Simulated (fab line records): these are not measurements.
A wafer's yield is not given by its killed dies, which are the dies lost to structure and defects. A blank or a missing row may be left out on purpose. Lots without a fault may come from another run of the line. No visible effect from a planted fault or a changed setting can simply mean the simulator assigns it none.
One fault through the eyes of 2 desks / flow n5Finfet / numbers are kept per desk, each desk with only its own; the story behind them comes last

## THE TOOL OWNER'S DESK: rieDiel-04
The tool's own readings at N5_BEOL_M1_ETCH_64 (etches SOC in N2/H2, target depth 75 nm, overetch 15 nm, time 112.5 s): means of the sampled wafers that have a number, for each lot that ran on this tool. Marked OUT: a lot whose mean sits more than 4 standard deviations from the usual mean, which makes it out of limits; the brackets give that distance.
Columns: A = biasW at N5_BEOL_M1_ETCH_64, usual 150.0 W; B = drypumpMotorCurrentA at N5_BEOL_M1_ETCH_64, usual 5.5 A; C = oesProductAu at N5_BEOL_M1_ETCH_64, usual 0.59 a.u.; D = rfVppV at N5_BEOL_M1_ETCH_64, usual 522.7 V; E = showerheadPlenumPTorr at N5_BEOL_M1_ETCH_64, usual 2.50 Torr; F = throttleValvePct at N5_BEOL_M1_ETCH_64, usual 17.86 %
lot=L540; first seen here=day 7 23:10; A=150.0; B=5.6; C=0.63; D=524.2; E=2.56; F=17.88
lot=L543; first seen here=day 9 07:53; A=150.5; B=5.5; C=0.55; D=523.8; E=2.56; F=18.07
lot=L547; first seen here=day 9 21:47; A=154.9 (+10) OUT; B=5.6; C=0.61; D=535.1 (+5.4) OUT; E=2.56; F=17.91
lot=L550; first seen here=day 10 13:49; A=155.2 (+11) OUT; B=5.9; C=0.60; D=533.9 (+4.9) OUT; E=2.47; F=17.93
This desk finds L547, L550 out of limits, L547 being first, at day 9 21:47 (biasW at N5_BEOL_M1_ETCH_64). Within limits: L540, L543.

## AT THE METROLOGY DESK
Means of the sampled wafers that have a number, per lot and without regard to the tool the lot ran on: this is what the gauges read. Marked OUT: a lot whose mean sits more than 4 standard deviations from the usual mean, which makes it out of limits; the brackets give that distance. Only the readings that lie furthest out on some lot appear, 7 of the 11 it has.
Columns: A = DIBL_N at N5_BEOL_M4_RC_MEAS_101, usual 36.0 mV/V; B = DIBL_P at N5_BEOL_M4_RC_MEAS_101, usual 36.2 mV/V; C = IOFF_N at N5_BEOL_M4_RC_MEAS_101, usual 0.154 nA/um; D = IOFF_P at N5_BEOL_M4_RC_MEAS_101, usual 0.21 nA/um; E = SS_P at N5_BEOL_M4_RC_MEAS_101, usual 73.2 mV/dec; F = VT_N at N5_BEOL_M4_RC_MEAS_101, usual 250.2 mV; G = VT_P at N5_BEOL_M4_RC_MEAS_101, usual -251 mV
lot=L535; first seen here=day 7 01:50; A=35.1; B=34.3; C=0.132; D=0.18; E=72.9; F=252.4; G=-254
lot=L539; first seen here=day 7 19:03; A=36.4; B=36.4; C=0.141; D=0.19; E=73.0; F=251.7; G=-253
lot=L540; first seen here=day 7 22:11; A=33.8; B=35.1; C=0.124; D=0.18; E=72.3; F=252.4; G=-252
lot=L543; first seen here=day 8 17:02; A=37.1; B=37.8; C=0.171; D=0.20; E=73.5; F=249.9; G=-254
lot=L547; first seen here=day 9 18:55; A=36.1; B=35.4; C=0.145; D=0.23; E=73.1; F=248.8; G=-247
lot=L550; first seen here=day 10 10:53; A=37.8; B=37.4; C=0.191; D=0.24; E=73.8; F=248.1; G=-248
lot=L551; first seen here=day 10 17:25; A=35.2; B=33.5; C=0.128; D=0.19; E=72.6; F=255.1; G=-252
lot=L553; first seen here=day 11 07:23; A=36.3; B=37.1; C=0.173; D=0.26; E=73.3; F=247.3; G=-243
lot=L555; first seen here=day 11 19:47; A=36.6; B=37.1; C=0.162; D=0.22; E=73.2; F=251.0; G=-251
This desk found nothing out of limits on any of the 9 lots.

## BROUGHT TOGETHER
On L547, L550, at day 9 21:47, an alarm was possible from the tool owner's desk.
Nothing out of limits was seen by the metrology desk.
The metrology desk has L547, L550 on record, within its limits.
All the named lots went through N5_BEOL_M1_ETCH_64 on rieDiel-04.

## WHAT THE SIMULATOR HAD PUT IN
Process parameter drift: rieDiel-04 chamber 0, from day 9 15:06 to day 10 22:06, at N5_BEOL_M1_ETCH_64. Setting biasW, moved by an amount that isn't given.
Struck lots among those shown: L547, L550.
Each desk's first reading out of limits, in hours after the fault started: the tool owner's desk, 7.
